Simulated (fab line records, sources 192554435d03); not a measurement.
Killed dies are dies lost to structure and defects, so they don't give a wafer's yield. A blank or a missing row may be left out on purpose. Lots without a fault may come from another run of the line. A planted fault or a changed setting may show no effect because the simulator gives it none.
Split-lot experiment | flow n5_finfet | 7 lots, 39 wafers read, on a route of 1938 steps

THE SPLIT
At N5_DUMMY_GATE_ETCH_32 (etches SiO2 in CF4, target depth 3.5 nm, time 3.9 s), the setting time_s was moved away from the recipe's 3.9 s on 15 of the 39 wafers read, by -11.5% to +23.4%. The other wafers ran this setting at the recipe's value.

The reading is taken at the split's own step.

THE READING
etch.depth_nm (the simulator's own value, which no gauge read), in nm, at N5_DUMMY_GATE_ETCH_32 (etches SiO2 in CF4, target depth 3.5 nm, time 3.9 s). The file gives no usual value for it. The 24 wafers here that ran the recipe average 3.463 nm, standard deviation 0.067 nm.

wafer  | tool, chamber at the split | time_s as run, s | against the recipe | etch.depth_nm, nm | against lot-mates on the recipe
L074.1 | rie_si-06, 0               | 3.9              | recipe             | 3.472             | -
L074.2 | rie_si-06, 3               | 3.9              | recipe             | 3.405             | -
L074.3 | rie_si-06, 1               | 3.598            | -7.7%              | 3.338             | -0.108
L074.4 | rie_si-06, 2               | 3.9              | recipe             | 3.461             | -
L074.5 | rie_si-06, 3               | 3.598            | -7.7%              | 3.172             | -0.274
L074.6 | rie_si-06, 2               | 3.598            | -7.7%              | 3.221             | -0.225
L075.2 | rie_si-06, 2               | 3.9              | recipe             | 3.495             | -
L075.3 | rie_si-06, 0               | 3.9              | recipe             | 3.455             | -
L075.4 | rie_si-06, 1               | 3.9              | recipe             | 3.609             | -
L077.1 | rie_si-05, 2               | 3.9              | recipe             | 3.419             | -
L077.2 | rie_si-05, 3               | 4.719            | +21.0%             | 4.043             | +0.617
L077.3 | rie_si-05, 1               | 4.719            | +21.0%             | 4.171             | +0.745
L077.4 | rie_si-05, 0               | 3.9              | recipe             | 3.461             | -
L077.5 | rie_si-05, 2               | 3.9              | recipe             | 3.397             | -
L077.6 | rie_si-05, 3               | 4.719            | +21.0%             | 4.025             | +0.599
L078.1 | rie_si-05, 0               | 3.9              | recipe             | 3.539             | -
L078.2 | rie_si-05, 2               | 3.9              | recipe             | 3.473             | -
L078.3 | rie_si-05, 1               | 4.418            | +13.3%             | 3.976             | +0.496
L078.4 | rie_si-05, 3               | 3.9              | recipe             | 3.428             | -
L078.5 | rie_si-05, 3               | 4.418            | +13.3%             | 3.877             | +0.397
L078.6 | rie_si-05, 2               | 4.418            | +13.3%             | 3.903             | +0.423
L083.1 | rie_si-06, 2               | 4.814            | +23.4%             | 4.243             | +0.765
L083.2 | rie_si-06, 0               | 3.9              | recipe             | 3.416             | -
L083.3 | rie_si-06, 3               | 4.814            | +23.4%             | 4.186             | +0.708
L083.4 | rie_si-06, 1               | 3.9              | recipe             | 3.563             | -
L083.5 | rie_si-06, 2               | 3.9              | recipe             | 3.455             | -
L083.6 | rie_si-06, 1               | 4.814            | +23.4%             | 4.43              | +0.952
L084.1 | rie_si-05, 1               | 3.45             | -11.5%             | 3.095             | -0.354
L084.2 | rie_si-05, 3               | 3.9              | recipe             | 3.395             | -
L084.3 | rie_si-05, 0               | 3.45             | -11.5%             | 3.086             | -0.363
L084.4 | rie_si-05, 2               | 3.45             | -11.5%             | 3.047             | -0.402
L084.5 | rie_si-05, 0               | 3.9              | recipe             | 3.45              | -
L084.6 | rie_si-05, 1               | 3.9              | recipe             | 3.501             | -
L090.1 | rie_si-01, 1               | 3.9              | recipe             | 3.355             | -
L090.2 | rie_si-01, 2               | 3.9              | recipe             | 3.451             | -
L090.3 | rie_si-01, 3               | 3.9              | recipe             | 3.573             | -
L090.4 | rie_si-01, 3               | 3.9              | recipe             | 3.574             | -
L090.5 | rie_si-01, 2               | 3.9              | recipe             | 3.424             | -
L090.6 | rie_si-01, 1               | 3.9              | recipe             | 3.353             | -

THE FIT
A straight line over all 39 wafers: etch.depth_nm changes by +0.0326 nm for each +1% of time_s; r = +0.98; the points scatter about the line by 0.074 nm.
The same after taking each lot's own level away (the mean of its wafers on the recipe; 39 wafers): +0.0325 nm for each +1%; r = +0.98; scatter 0.068 nm.
On that fit, the largest move of time_s shifts the reading by 0.76 nm.
The lots' own levels span 3.4257 to 3.5197 nm, that is 1.4 times the standard deviation above.
So the lot-to-lot level changes the slope little: the two slopes agree.
Check: with one of the wafers moved furthest among these (+23.4%) left out of the fit, the line predicts +0.767 nm for it against its lot-mates. It came out at +0.765 nm against them.

OTHER SPLITS ON THESE WAFERS
These wafers also went through other splits before the reading. Each is held against what the fit with the lots' levels taken away leaves over:
other split on the same wafers       | wafers away from the commonest value | r with etch.depth_nm (lot level and that fit taken away)
N5_DUMMY_GATE_EXPOSE_12 dose_mj      | 15                                   | +0.04
N5_DUMMY_GATE_ETCH_37 source_w       | 18                                   | -0.21
N5_DUMMY_GATE_ETCH_31 target_depth_a | 18                                   | -0.16

THE FILE'S OWN FIT
etch.depth_nm changes by +0.0326 nm for each +1% of time_s, r = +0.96.
